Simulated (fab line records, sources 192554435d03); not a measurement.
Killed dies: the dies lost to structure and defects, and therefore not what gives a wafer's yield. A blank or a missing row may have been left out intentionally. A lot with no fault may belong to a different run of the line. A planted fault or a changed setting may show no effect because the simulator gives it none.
Commonality check across tools ; flow n5 finfet ; 8 lots and 24 wafers in the sample

## REASON IT WAS OPENED
Flagged at N5_SPACER0_INSPECT_04: reading raw defect count, on 2 of 8 lots. No-fault wafers: 129, standard deviation 33.
Rule: a lot is flagged when every wafer of it that has a number lies more than 4 standard deviations from that mean, or none has a number. As for the other lots, they are considered sound.

lot;measured;on;raw defect count, wafer by wafer;flag
L766;day 3 23:02;defect inspect-01;132 95 124;
L767;day 4 01:44;defect inspect-01;107 129 97;
L769;day 4 13:04;defect inspect-01;435 372 366;FLAGGED
L771;day 5 03:49;defect inspect-01;377 400 371;FLAGGED
L781;day 7 13:47;defect inspect-02;122 157 140;
L782;day 7 17:51;defect inspect-01;84 91 122;
L784;day 8 05:57;defect inspect-02;154 168 157;
L785;day 8 11:29;defect inspect-01;61 97 122;
The numbers of the flagged lots are 387 on average: +258 against the usual, or +8 standard deviations.

## WHICH TOOL EACH LOT WENT THROUGH
3 process steps preceding the reading are held in the record, out of 1938 steps in the route. Cell contents, in order: the tool; ch with the chambers the sampled wafers went through; the start.
lot;flag;N5_DUMMY_GATE_ETCH_29;N5_DUMMY_GATE_ETCH_23;N5_SPACER0_ALD_07
L766;;rie diel-01 ch 0,3, day 3 21:20;rie si-04 ch 1,2, day 3 21:59;ald sin-04 ch 0,2,3, day 3 22:28
L767;;rie diel-05 ch 0,1,3, day 3 23:49;rie si-03 ch 2,3, day 4 00:27;ald sin-04 ch 0,2, day 4 00:56
L769;FLAGGED;rie diel-01 ch 1,2, day 4 11:19;rie si-05 ch 0,2, day 4 11:57;ald sin-04 ch 1,2,3, day 4 12:29
L771;FLAGGED;rie diel-01 ch 2,3, day 5 01:29;rie si-03 ch 0,1, day 5 02:08;ald sin-04 ch 0,2, day 5 03:15
L781;;rie diel-05 ch 1,2,3, day 7 11:52;rie si-05 ch 2,3, day 7 12:31;ald sin-01 ch 1,2, day 7 13:14
L782;;rie diel-05 ch 1,2, day 7 15:59;rie si-03 ch 2,3, day 7 16:43;ald sin-04 ch 0,2,3, day 7 17:17
L784;;rie diel-04 ch 0,2,3, day 8 04:16;rie si-04 ch 0,2,3, day 8 04:53;ald sin-04 ch 1,2,3, day 8 05:23
L785;;rie diel-01 ch 1,2,3, day 8 09:47;rie si-03 ch 0,1,3, day 8 10:26;ald sin-04 ch 1,2,3, day 8 10:55
These steps, and what they do:
- N5_DUMMY_GATE_ETCH_29: etches underlayer in N2/H2, target depth 13 nm.
- N5_DUMMY_GATE_ETCH_23: etches poly-Si in HBr/Cl2/O2, target depth 41 nm, time 22.3 s.
- N5_SPACER0_ALD_07: deposits SiNx, target thk 2 nm.
- N5_SPACER0_INSPECT_04: inspects for defects (darkfield).

## FLAGGED AGAINST TOTAL, ONE TOOL AT A TIME (gauges that did the reading follow at the end)
step;tool;lots run;flagged;share of the flagged lots;sound lots run after its first flagged lot
N5_DUMMY_GATE_ETCH_29;rie diel-01;4;2;all;1 (L785)
N5_DUMMY_GATE_ETCH_29;rie diel-04;1;0;none;-
N5_DUMMY_GATE_ETCH_29;rie diel-05;3;0;none;-
N5_DUMMY_GATE_ETCH_23;rie si-03;4;1;some;2 (L782,L785)
N5_DUMMY_GATE_ETCH_23;rie si-04;2;0;none;-
N5_DUMMY_GATE_ETCH_23;rie si-05;2;1;some;1 (L781)
N5_SPACER0_ALD_07;ald sin-01;1;0;none;-
N5_SPACER0_ALD_07;ald sin-04;7;2;all;3 (L782,L784,L785)
N5_SPACER0_INSPECT_04;defect inspect-01;6;2;all;2 (L782,L785)
N5_SPACER0_INSPECT_04;defect inspect-02;2;0;none;-

## THE TABLE: WHAT IT ALLOWS
Rows of the table that ran every flagged lot, 3 in all: rie diel-01 at N5_DUMMY_GATE_ETCH_29, ald sin-04 at N5_SPACER0_ALD_07, defect inspect-01 at N5_SPACER0_INSPECT_04.
- rie diel-01 at N5_DUMMY_GATE_ETCH_29 ran 4 lots, 2 of them flagged. Sound lots ran on it after the first flagged one (L785), which a lasting fault on the whole tool wouldn't allow.
- ald sin-04 at N5_SPACER0_ALD_07 ran 7 lots, 2 of them flagged. Sound lots ran on it after the first flagged one (L782, L784, L785), which a lasting fault on the whole tool wouldn't allow.
- defect inspect-01 at N5_SPACER0_INSPECT_04 ran 6 lots, 2 of them flagged. Sound lots ran on it after the first flagged one (L782, L785), which a lasting fault on the whole tool wouldn't allow.
None of the table's rows ran every flagged lot and, after the first, no sound lot.

## WHAT WAS PUT IN BY THE SIMULATOR
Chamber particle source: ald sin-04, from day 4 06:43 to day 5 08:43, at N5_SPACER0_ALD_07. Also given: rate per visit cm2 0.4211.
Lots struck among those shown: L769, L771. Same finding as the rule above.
